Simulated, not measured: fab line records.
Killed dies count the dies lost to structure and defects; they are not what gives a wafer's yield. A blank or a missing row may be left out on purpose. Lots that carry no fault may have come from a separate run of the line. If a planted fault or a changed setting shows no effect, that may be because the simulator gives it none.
fab line records	flow n5Finfet
record lots=4	wafers=11	lastDay=18
route steps=1938 shown BEOL_M4@1099 BEOL_M5@1112 BEOL_M11@1593 PASSIVATION@1936
lots untouched by any fault: they come from a run of this same line in which no faults occurred
startH: start of the lot's first displayed wafer, in hours after the record's first day	waitH: time in hours since the lot's previous step	" as in the row above	L1.1+2: a single row standing in for several wafers	- no value present, or no start provided	* or withheld: withheld	< > ~ a bound
route shown NAME@n: a module of which the file shows steps, and the number in the route of the first	usual: mean and standard deviation over wafers with no fault	same: alike in all rows	chamber/n: place in a boat	sites: per-site readings	_std_site: standard deviation across them	_edge_site: outer sites' mean less inner sites'	radiusMm: how far each site lies from the wafer's centre	mask NAME#n: copy n	behind: the most recent tool/chamber to have shaped the wafer	hold: why the lot went on hold/how many hours it stayed there/how the hold came to an end	device: the n, p or np transistor that did not switch	end of line: tests run on the same wafers once the route is complete	for a step that has no rows: nothing shown but its recipe	killed: at the first sort, the dies lost to defects and structure; wafer yield is something else	map: a wafer's dies, marking killed ones x, the rest . and places with no die _
set.NAME: the setting the step ran with; set.NAME@STEP: the setting that earlier step ran with	model.NAME: the simulator's own value behind a step, which no gauge read
a table for each step, a row for each wafer; lots at some steps of the route
services: when a tool's chamber went out of use (startH, in hours from the record's first day, below 0 if earlier), for how many hours, and the reason
## steps
# step N5_BEOL_M4_ANNEAL_95
# recipe tempC=400	timeS=240	ambient=vacuum
# step N5_BEOL_M4_SPUTTER_96
# recipe material=Cu	targetThkA=45	tempC=-20	chamberPressurePa=0.07	powerW=withheld	timeS=8.29
# step N5_BEOL_M4_ECD_50
# recipe material=Cu	targetThkA=3000
# step N5_BEOL_M4_ANNEAL_51
# recipe tempC=225	timeS=90	ambient=N2
# step N5_BEOL_M4_CMP_52
# recipe stopOn=SiOC	tOverpolishS=6.8	downForcePsi=1	platenRpm=50	clearingPlatenDownForcePsi=1.5	clearingPlatenRpm=50	postCmpClean=cuAlkaline	targetThkNm=40	clearingPlatenPadVelocityMS=0.99484	padVelocityMS=0.99484
# step N5_BEOL_M4_PRE_CLEAN_60
# recipe gas=NH3/H2	timeS=15	tempC=*	rfPowerW=300
# step N5_BEOL_M4_CO_CAP_55
# recipe material=Co	targetThkA=20	tempC=200	precursor=CCTBA/H2	pressureTorr=30	timeS=102.1
# step N5_BEOL_M4_PRE_CLEAN_56
# recipe gas=NH3	timeS=15	tempC=withheld	rfPowerW=300
# step N5_BEOL_M4_DEP_57
# recipe material=SiCN	targetThkA=80	tempC=withheld	precursor=3MS/NH3	pressureTorr=3	rfW=202	timeS=14
# step N5_BEOL_M4_RC_MEAS_101
# usual DIBL_N=36.3/1.8	DIBL_P=36.5/2.1	IOFF_N=0.16/0.031	IOFF_P=0.22/0.038	ION_N=677/12	ION_P=466/7.8	SS_N=71.5/0.61	SS_P=73.2/0.7	VT_N=249/3	VT_P=-248.9/3
lot.wafer	tool	chamber	startH	waitH	DIBL_N[mV/V]	DIBL_P[mV/V]	IOFF_N[nA/um]	IOFF_P[nA/um]	ION_N[uA/um]	ION_P[uA/um]	SS_N[mV/dec]	SS_P[mV/dec]	VT_N[mV]	VT_P[mV]
L859.1	prober-01	0	231.55	0.0	37.1	37.3	0.17	0.22	687	468	71.6	74.1	249	-250.1
L859.5	"	0	"	"	37.0	37.4	0.17	0.21	682	462	72.2	74.7	251	-251.6
L859.6	"	0	"	"	37.4	38.0	0.18	0.22	686	465	71.5	74.3	251	-249.1
L863.1	prober-02	0	234.31	0.0	34.3	34.6	0.14	0.21	661	460	71.6	73.9	251	-247.7
L863.6	"	0	"	"	35.6	37.2	0.17	0.24	668	467	72.1	73.2	248	-243.2
L868.2	prober-02	0	267.20	0.2	36.9	37.5	0.16	0.25	679	472	72.3	73.5	252	-248.5
L868.4	"	0	"	"	39.2	40.4	0.21	0.31	677	475	71.9	74.6	248	-245.5
L868.5	"	0	"	"	35.7	36.7	0.16	0.25	690	483	70.9	72.9	250	-245.8
L875.2	prober-02	0	307.84	0.2	33.4	33.2	0.12	0.16	657	459	70.7	71.8	253	-252.4
L875.3	"	0	"	"	34.7	35.0	0.13	0.19	671	462	71.4	72.5	254	-249.9
L875.6	"	0	"	"	34.0	34.9	0.13	0.19	680	471	70.4	73.4	251	-250.9
# step N5_BEOL_M5_ILD_DEP_00
# recipe material=SiCOH_lowk	targetThkA=1406.4	tempC=300	precursor=DEMS/porogen	pressureTorr=5	rfW=500	timeS=25.9
# step N5_BEOL_M5_CURE_79
# recipe tempC=385	timeS=240	ambient=He/Ar	material=SiCOH_lowk
# step N5_BEOL_M5_PECVD_70
# recipe material=SiO2	targetThkA=160	tempC=400	precursor=TEOS/O2	pressureTorr=5.5	rfW=450	teosFlowSccm=53.8	gas=O2	flowSccm=3000	timeS=18
# step N5_BEOL_M5_HM_DEP_02
# recipe material=TiN	targetThkA=200	tempC=25	chamberPressurePa=0.49996
# step N5_BEOL_M5_COAT_59
# recipe resist=SOC	tempC=250	timeS=60	spinRpm=1500	resistThkNm=60
# step N5_BEOL_M5_COAT_60
# recipe resist=SiARC	tempC=220	timeS=60	spinRpm=1500	resistThkNm=12
# step N5_BEOL_M5_COAT_71
# recipe resist=underlayer	tempC=205	timeS=60	spinRpm=1500	resistThkNm=5
# step N5_BEOL_M5_COAT_05
# recipe resist=CAR-EUV	spinRpm=1500	resistThkNm=30
# step N5_BEOL_M5_EBR_07
# recipe solvent=PGMEA	ebrWidthMm=1.5
# step N5_BEOL_M5_SOFTBAKE_06
# recipe tempC=110	timeS=60	resist=CAR-EUV
# step N5_BEOL_M5_EXPOSE_08
# recipe maskId=M5	na=0.33	sourceShape=annular	sigmaInner=0.4	sigmaOuter=0.8	polarization=unpolarized	targetCdNm=28	doseMj=35.75
# step N5_BEOL_M5_PEB_09
# recipe pebTempC=100	pebTimeS=60	resist=CAR-EUV
# step N5_BEOL_M5_DEVELOP_10
# recipe developTimeS=30	developer=TMAH	resist=CAR-EUV	rinseLiquid=surfactantRinse	dry=airSpin	devTempC=23
# step N5_BEOL_M5_DESCUM_16
# recipe chemistry=O2	timeS=7	sourcePowerW=50	biasPowerW=20	pressureMtorr=20	rfFrequencyHz=2.712e+07	tempC=40	resist=CAR-EUV	o2FlowSccm=225
# step N5_BEOL_M5_ETCH_72
# recipe chemistry=N2/H2	target=underlayer	targetDepthA=65	maskMaterial=CAR-EUV	timeS=5.2	ionEnergyEv=200	pressureMtorr=30	sourceW=840	biasW=150	n2FlowSccm=200	h2FlowSccm=200	ends=cleared
# step N5_BEOL_M5_ETCH_61
# recipe chemistry=CF4	target=SiARC	targetDepthA=156	maskMaterial=CAR-EUV	timeS=26	ionEnergyEv=80	pressureMtorr=40	sourceW=545	biasW=36	Ar_flow_sccm=100	cf4FlowSccm=100	ends=cleared
# step N5_BEOL_M5_ETCH_62
# recipe chemistry=N2/H2	target=SOC	targetDepthA=750	overetchA=150	maskMaterial=SiARC	tempC=40	timeS=112.5	ionEnergyEv=200	pressureMtorr=30	sourceW=840	biasW=150	n2FlowSccm=200	h2FlowSccm=200
# step N5_BEOL_M5_STRIP_63
# recipe chemistry=N2/H2	tempC=40	n2FlowSccm=200	h2FlowSccm=200	rfFrequencyHz=6e+07
# step N5_BEOL_M5_STRIP_73
# recipe chemistry=N2/H2	tempC=40	n2FlowSccm=200	h2FlowSccm=200	rfFrequencyHz=6e+07
# step N5_BEOL_M5_STRIP_64
# recipe chemistry=CF4	resist=SiARC	powerW=300	biasPowerW=75	pressureMtorr=50	cf4FlowSccm=150	rfFrequencyHz=6e+07
# step N5_BEOL_M5_HM_OPEN_17
# recipe chemistry=Cl2/BCl3	targetDepthA=200	overetchA=60	target=TiN	maskMaterial=SOC	ionEnergyEv=150	pressureMtorr=10	icpW=1000	biasW=126	Cl2_flow_sccm=53.25	bcl3FlowSccm=21.75	Ar_flow_sccm=25
# step N5_BEOL_M5_STRIP_19
# recipe chemistry=O2	powerW=400	tempC=40	pressureMtorr=30	rfFrequencyHz=6e+07	biasPowerW=0	overashFraction=0.2	o2FlowSccm=225
# step N5_BEOL_M5_COAT_65
# recipe resist=SOC	tempC=250	timeS=60	spinRpm=1500	resistThkNm=60
# step N5_BEOL_M5_COAT_66
# recipe resist=SiARC	tempC=220	timeS=60	spinRpm=1500	resistThkNm=12
# step N5_BEOL_M11_SPUTTER_48
# recipe material=Cu	targetThkA=120	tempC=-20	biasV=60	powerW=26000	chamberPressurePa=0.13	timeS=2
# usual throttleValvePct=30.2/1
lot.wafer	tool	chamber	startH	waitH	throttleValvePct
L859.1	pvdSputter-03	-	293.92	0.1	31.5
L859.5	"	-	"	"	29.7
L859.6	"	-	"	"	30.4
L863.1	pvdSputter-03	-	305.96	0.2	29.0
L863.6	"	-	"	"	29.0
L868.2	pvdSputter-01	-	337.67	0.1	30.7
L868.4	"	-	"	"	29.5
L868.5	"	-	"	"	30.9
L875.2	pvdSputter-03	-	380.37	1.3	30.6
L875.3	"	-	"	"	29.2
L875.6	"	-	"	"	31.7
# step N5_PASSIVATION_PROBE_49
# usual defectLimitedYield=91.2/1.5	killed_at_M0_to_M3=33/9.6	killed_at_M4_up=14/5.6	killedAtContacts=14/5.5	killedAtFrontEnd=40/13	killedAtOther=4/3	killedDies=104/17	killedOnRim=14/4.3	killedOpen=68/13	killedShort=33/7.2	sort_bin_5_function=5.2/0.95	sort_bin_6_memory=3.3/0.62	sortNPass=1076/17	sortYieldPct=91.2/1.5
# same grossDies=1180	killedAtBackSide=0	sort_bin_4_leakage[%]=0	sort_bin_8_speed[%]=0
lot.wafer	tool	chamber	startH	waitH	defectLimitedYield[%]	killed_at_M0_to_M3	killed_at_M4_up	killedAtContacts	killedAtFrontEnd	killedAtOther	killedDies	killedOnRim	killedOpen	killedShort	sort_bin_5_function[%]	sort_bin_6_memory[%]	sortNPass	sortYieldPct[%]
L859.1	prober-01	-	337.59	0.0	81.4	23	149	16	26	6	220	27	67	22	11.8	6.7	960	81.4
L859.5	prober-01	-	337.79	0.2	89.0	30	17	21	48	14	130	16	82	48	5.8	4.6	1050	89.0
L859.6	prober-01	-	337.84	0.3	92.2	29	9	11	38	5	92	14	65	27	4.3	3.1	1088	92.2
L863.1	prober-02	-	347.15	0.2	80.9	27	140	15	38	5	225	34	75	28	12.5	6.4	955	80.9
L868.5	prober-02	-	386.61	0.2	93.1	24	15	10	26	6	81	12	48	30	4.1	2.2	1099	93.1
# killed by level:class
L859.1 BEOL_M11:interfaceVoidOpened=131 FIN_SAQP:geometricParticle:open=14 MOL_CONTACT_COAG:geometricParticle:open=12 BEOL_M3:geometricParticle:open=7 BEOL_M4:geometricParticle:open=7 FIN_SAQP:geometricParticle:short=4 MOL_CONTACT_COAG:geometricParticle:short=4 BEOL_M0_SAQP:geometricParticle:open=4
L859.5 MOL_CONTACT_COAG:geometricParticle:open=17 STI_FIN_REVEAL:geometricParticle:open=12 FIN_SAQP:geometricParticle:open=10 BEOL_M0_SAQP:geometricParticle:short=10 BEOL_M4:geometricParticle:open=9 BEOL_M0_SAQP:geometricParticle:open=7 STARTING-WAFER:geometricParticle:short=7 FIN_SAQP:geometricParticle:short=6
L859.6 STI_FIN_REVEAL:geometricParticle:open=11 BEOL_M3:geometricParticle:open=8 MOL_CONTACT_COAG:geometricParticle:open=7 FIN_SAQP:geometricParticle:open=6 BEOL_M1:geometricParticle:open=6 STARTING-WAFER:geometricParticle:open=6 STARTING-WAFER:geometricParticle:short=6 GATE_CUT:geometricParticle:short=4
L863.1 BEOL_M11:interfaceVoidOpened=120 MOL_CONTACT_COAG:geometricParticle:open=12 STI_FIN_REVEAL:geometricParticle:open=11 FIN_SAQP:geometricParticle:open=8 BEOL_M4:geometricParticle:open=8 BEOL_M0_SAQP:geometricParticle:open=7 BEOL_M3:geometricParticle:open=6 GATE_CUT:geometricParticle:short=5
L868.5 MOL_CONTACT_COAG:geometricParticle:open=8 GATE_CUT:geometricParticle:short=7 BEOL_M3:geometricParticle:open=6 BEOL_M4:geometricParticle:open=6 FIN_SAQP:geometricParticle:short=5 BEOL_M0_SAQP:geometricParticle:open=5 STARTING-WAFER:geometricParticle:open=4 STI_FIN_REVEAL:geometricParticle:open=3
# map L859.1 (x killed, . not)
_________________........x...________________
______________.x....x.......xx.._____________
___________x........x.........xx...__________
__________x...x.x..........x....x..x_________
________..x..x............x..........._______
_______................x..x..xx.....x..______
______...x.....x....xx....x..x.........._____
_____....xx.....xx.x..x..x..x....x..x....____
____.........................x........x...___
___x.x...xxxx........x....x.....x..........__
___.x...............x.....xx....x..xx.x...x__
__......x.................x................x_
__..x...xxxx...........x........x.....xx...x_
_x.......xx..x...x....................x.x....
_.x.........x.xx.......x........x.....xxx..xx
_............xx...x...........x......x....x..
_.........xx.....x...xx......................
_...................x....x...................
_...x.......x.............x..x..x.x......xx..
_..x.x....xx................x.....x.......x..
_.x........x..x........x....xx.....x....xx...
__.xx..x..x............xx.............xx...._
__...x.x.x.x.x........xx........x........x.._
___....x...x...xx...........xx.............__
___.x.xx.x..........x..x....x....x.x.x..x..__
____.x.....xx.xx...xx.........x......x.x..___
_____........x......x.......x.xx...x.....____
______...x........xxx....x.x....x.....x._____
_______.x.....xx.....xx...x...xx.......______
________....x.........x.......x......x_______
__________........x.xx....xx...x...._________
___________....x.x..x...x..x.......__________
______________.xx..xxx..xx.x.x.x_____________
_________________......x..x..________________
# map L863.1 (x killed, . not)
_________________.......x....________________
______________x.......x........x_____________
___________.....x...x.xx.xx..x...x.__________
__________x.x...x...........x......._________
________.x.....xx...xx..x..x.........x_______
_______.x.x....x......................x______
______..x.......x....x....x....x...x..xx_____
_____....x....................x.x...x....____
____.............x........x.......x....xx.___
___.x..x...x....x.............x..........xx__
___x.....x.x......x..........x....xxxx...x.__
__.................xx....x.x................_
__...x......x..x...........x........x....xx._
_........x..x..x...x..xx................x.x..
_x......xx.......x...xxx.....x....xx...x..xx.
_...........x...........x..x...x...........x.
_.....x...x......x..x....x..x...x...x........
_............x..x.........x.x.....x.....xxx..
_.x..x....................x........x...x..x..
_.......x.............xx..x.x.x..xx...x.xx..x
_x.x.......xxx....................x.......xx.
__.x....x....xx..........x..x...x.....x..x.x_
__....x..x...............x..x...x......xxx.._
___.....x.....x..xx......x.xx....xxx.......__
___...x..x..x.x...x.....xx....x.....x..x..x__
____x.....x....x...x...x............x.....___
_____x........x....x.xx..........x.......____
______......................x.........x._____
_______...x.....x.........x............______
________.....x..x..x..........x.....x._______
__________..xx.xx.....xx.x..x.x...x._________
___________..x.x.....x.....x.x.....__________
______________x.x..x...x....x..x_____________
_________________........x.x.________________
## services
tool	chamber	startH	hours	kind
pvdSputter-01	-	326.95	3.2	repair
## key
firstSign step=N5_PASSIVATION_PROBE_49	reading=killed_at_M4_up	direction=up	sigmas=23	usual=14	struck=144
effect step=N5_PASSIVATION_PROBE_49	reading=sort_bin_5_function	direction=up	sigmas=7.3	usual=5.2	struck=12.1
moreKillsBornAt N5_BEOL_M11_SPUTTER_48@pvdSputter-03=251
metAt N5_BEOL_M11_SPUTTER_48
struckWafers L859.1,L863.1
fault kind=processParameterDrift	tool=pvdSputter-03	chamber=-	onsetH=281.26	steps=N5_BEOL_M11_SPUTTER_48	channel=timeS	offset=*	shape=step	endH=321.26	scope=struckWafersOnly	actsIn=*	stated=*
